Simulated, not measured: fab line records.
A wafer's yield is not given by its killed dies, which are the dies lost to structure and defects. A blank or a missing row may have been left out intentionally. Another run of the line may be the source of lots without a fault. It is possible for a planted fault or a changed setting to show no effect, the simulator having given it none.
Matching of chambers -- flow nand harc -- NHARC_A_CHANNEL_FILL_D1_ETCHBACK_20 on rie diel-12 has 4 sister chambers
The step etches the open film in C4F8/O2/Ar, target depth 27 nm, time 13.5 s. 14 wafers are shown with their chamber, then 6 later ones without.

## WAFERS WITH THEIR CHAMBER
wafer,chamber,rf vpp V (V),chamber pressure mTorr (mTorr),oes product au (a.u.)
L346.2,0,976,24.999,0.90
L346.3,3,984,24.981,0.92
L346.6,0,976,24.965,0.90
L349.2,0,976,24.985,0.92
L349.3,1,987,24.997,0.91
L349.4,3,985,25.006,0.92
L350.1,0,976,24.970,1.00
L350.2,1,986,25.004,0.99
L350.6,1,986,25.004,0.99
L354.1,3,984,24.986,0.99
L354.2,2,985,24.977,1.00
L354.3,0,976,25.004,1.00
L355.2,2,986,24.989,1.00
L355.4,0,977,25.006,0.99

SIGNATURES (averages over the wafers above)
reading,chamber 0,chamber 1,chamber 2,chamber 3,scatter within a chamber
rf vpp V,976.17,986.33,985.50,984.33,0.516
chamber pressure mTorr,24.98817,25.00167,24.98300,24.99100,0.0142
oes product au,0.9517,0.9633,1.0000,0.9433,0.0447
Rule: a wafer lies at a distance from a chamber equal to the root of the sum of squares, over the readings, of (its reading less the chamber's mean, divided by the reading's scatter). The wafer belongs to the nearest chamber; if the next one is less than 2 further off, it can't be placed. The scatter: the root of (the sum of the squares of (reading less its chamber's mean) over the shown wafers, divided by (wafers less chambers)).

## WAFERS WITH NO CHAMBER GIVEN
wafer,rf vpp V (V),chamber pressure mTorr (mTorr),oes product au (a.u.)
L355.5,983,24.986,1.01
L358.1,986,25.017,0.93
L358.5,985,25.004,0.92
L358.6,984,24.995,0.93
L361.4,975,24.992,0.92
L361.5,985,24.997,0.91

## WHICH CHAMBER EACH WENT THROUGH
wafer,from the rows above,in truth
L355.5,can't be placed: 3 or 2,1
L358.1,can't be placed: 1 or 2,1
L358.5,can't be placed: 3 or 2 or 1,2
L358.6,3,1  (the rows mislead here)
L361.4,0,0
L361.5,can't be placed: 3 or 2 or 1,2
Correct placement for 1 of the 6. Not placeable from these rows: 4 (in 3, the candidates include the true chamber). Wrongly placed: 1.
